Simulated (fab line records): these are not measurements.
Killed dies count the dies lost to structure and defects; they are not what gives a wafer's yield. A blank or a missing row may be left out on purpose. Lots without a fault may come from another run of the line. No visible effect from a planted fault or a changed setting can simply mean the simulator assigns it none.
A lot that was struck, set against a sound lot + flow n5Finfet + 40 out of 1938 route steps
Sound: these wafers, L874.3, L874.4, L874.5. Struck: wafer L885.5 (L885.1, L885.2, from the same lot, were not struck and are left out); the cause is given at the end.
Order at every step that has rows: each side's tool, ch and its chambers, its first start. Under that, the readings that differ: sound wafers + struck wafers + difference of the means + sigmas: that difference in standard deviations of wafers without a fault.
alike: words and numbers the same on both sides, and readings whose means are apart by under 2 such deviations; not compared: readings that were withheld, readings missing a value for some wafer, numbers with overlapping values and no deviation given by the record, and bounds like >300 which may hide the same value.
A row with sigmas, a row that says differs or no value, or rows on one side alone: a step with any of these is where the two part. Numbers that don't overlap but have no deviation are shown without sigmas and don't part them. A reading missing from all wafers of one side parts the sides only when that side holds two or more wafers.

first, 11 steps without rows for these wafers: N5_MOL_CONTACT_COAG_STRIP_96 (strips in N2/H2); N5_MOL_CONTACT_COAG_ETCH_47 (etches SiNx in CH3F/O2, stops on W, target depth 27 nm); N5_MOL_CONTACT_COAG_STRIP_119 (strips in N2/H2, time 30 s); N5_MOL_CONTACT_COAG_PRECLEAN_144 (cleans in alkaline clean, time 60 s); N5_MOL_CONTACT_COAG_SRD_145 (time 30 s); N5_MOL_CONTACT_COAG_COAT_62 (time 60 s, resist thk 60 nm); N5_MOL_CONTACT_COAG_COAT_63 (time 60 s, resist thk 10 nm); N5_MOL_CONTACT_COAG_COAT_64 (time 60 s, resist thk 10 nm); N5_MOL_CONTACT_COAG_COAT_34 (resist thk 40 nm); N5_MOL_CONTACT_COAG_EBR_36; N5_MOL_CONTACT_COAG_SOFTBAKE_35 (time 60 s).
N5_MOL_CONTACT_COAG_EXPOSE_37: exposes mask VD, defocus 0 nm.
  sound on euvScanner-02 ch 0, day 6 16:04; struck on euvScanner-02 ch 0, day 9 09:30
  alike: mask
then, 2 steps without rows for these wafers: N5_MOL_CONTACT_COAG_PEB_38 (peb time 60 s); N5_MOL_CONTACT_COAG_DEVELOP_39 (develop time 30 s).
N5_MOL_CONTACT_COAG_CD_MEAS_40: the cd target is 25.1 nm.
  sound on cdSem-02 ch 0, day 6 16:12; struck on cdSem-01 ch 0, day 9 09:39
| reading   | sound             | struck | difference | sigmas |
|-----------|-------------------|--------|------------|--------|
| cdNm (nm) | 25.18 25.21 25.13 | 16.54  | -8.63      | -41    |
then, 17 steps without rows for these wafers: N5_MOL_CONTACT_COAG_DESCUM_45 (chemistry O2, time 7 s); N5_MOL_CONTACT_COAG_ETCH_65 (etches underlayer in N2/H2, target depth 13 nm, time 10.4 s); N5_MOL_CONTACT_COAG_ETCH_66 (etches SiARC in CF4, target depth 13 nm, time 21.7 s); N5_MOL_CONTACT_COAG_ALD_133 (deposits SiO2, target thk 5 nm, pulse time 1 s, co reactant pulse time 1 s); N5_MOL_CONTACT_COAG_ETCHBACK_134 (etches SiO2 in CHF3, target depth 10 nm, time 6.7 s); N5_MOL_CONTACT_COAG_ETCH_67 (etches SOC in N2/H2, target depth 60 nm, overetch 21 nm, time 101.2 s); N5_MOL_CONTACT_COAG_STRIP_68 (strips in N2/H2); N5_MOL_CONTACT_COAG_STRIP_69 (strips in N2/H2); N5_MOL_CONTACT_COAG_ETCHBACK_136 (etches SiO2 in CHF3, target depth 25 nm, time 16.7 s); N5_MOL_CONTACT_COAG_STRIP_120 (strips in CHF3); N5_MOL_CONTACT_COAG_VIA_ETCH_117 (etches SiO2 in C4F6/O2, target depth 40 nm, overetch 8 nm, time 26 s); N5_MOL_CONTACT_COAG_ETCH_124 (etches SiNx in CH3F/O2, stops on SiOC, target depth 6.5 nm); N5_MOL_CONTACT_COAG_ETCH_48 (etches SiOC in C4F6/O2, target depth 15 nm, overetch 4.5 nm, time 17 s); N5_MOL_CONTACT_COAG_STRIP_72 (strips in N2/H2); N5_MOL_CONTACT_COAG_STRIP_49 (strips in N2/H2, time 30 s); N5_MOL_CONTACT_COAG_PRECLEAN_138 (cleans in alkaline clean, time 60 s); N5_MOL_CONTACT_COAG_SRD_139 (time 30 s).
N5_MOL_CONTACT_COAG_CD_MEAS_101: the cd target is 16 nm.
  sound: cdSem-01 at day 6 17:16; struck: cdSem-02 at day 9 10:35
| reading   | sound          | struck | difference | sigmas |
|-----------|----------------|--------|------------|--------|
| cdNm (nm) | 16.1 15.8 16.0 | 6.9    | -9.1       | -27    |
then, 5 steps without rows for these wafers: N5_MOL_CONTACT_COAG_PRE_CLEAN_121; N5_MOL_CONTACT_COAG_CVD_140 (deposits W, target thk 66.5 nm, time 215 s); N5_MOL_CONTACT_COAG_PRECLEAN_127 (cleans in DIW, time 57.5 s); N5_MOL_CONTACT_COAG_SRD_128 (dry time 32 s); N5_MOL_CONTACT_COAG_CMP_52 (polishes, stops on SiO2, t overpolish 1.5 s, target thk 66.5 nm).
N5_BEOL_M4_RC_MEAS_101:
  the record has rows for the sound wafers here (prober-01 ch 0, day 9 08:49) and none for the struck ones
-- record jumps: 7 days separate the struck wafers' starts on either side; left off in module BEOL_M4, taken up again in module PASSIVATION, whose first shown step is the route's number 1936 --
N5_PASSIVATION_PROBE_49:
  sound: prober-01 at day 13 11:36; struck: prober-01 at day 15 22:41
| reading                 | sound          | struck | difference | sigmas      |
|-------------------------|----------------|--------|------------|-------------|
| defectLimitedYield (%)  | 89.7 89.6 91.5 | 0      | -90        | -60         |
| killedAtContacts        | 20 16 14       | 1084   | +1067      | +99 or more |
| killedDies              | 122 123 100    | 1180   | +1065      | +63         |
| killedOnRim             | 9 18 13        | 152    | +139       | +32         |
| sort_bin_5_function (%) | 6.3 5.8 5.0    | 7.9    | +2.2       | +2          |
| sortNPass               | 1058 1057 1080 | 0      | -1065      | -63         |
| sortYieldPct (%)        | 89.7 89.6 91.5 | 0      | -90        | -60         |
  alike: killed_at_M0_to_M3, killed_at_M4_up, killedAtFrontEnd, killedAtOther, killedOpen, killedShort, sort_bin_6_memory, sort_bin_8_speed

## WHERE THEY PART
Last at N5_PASSIVATION_PROBE_49 as far as this record goes, first at N5_MOL_CONTACT_COAG_CD_MEAS_40.

WHY: what had been put in by the simulator
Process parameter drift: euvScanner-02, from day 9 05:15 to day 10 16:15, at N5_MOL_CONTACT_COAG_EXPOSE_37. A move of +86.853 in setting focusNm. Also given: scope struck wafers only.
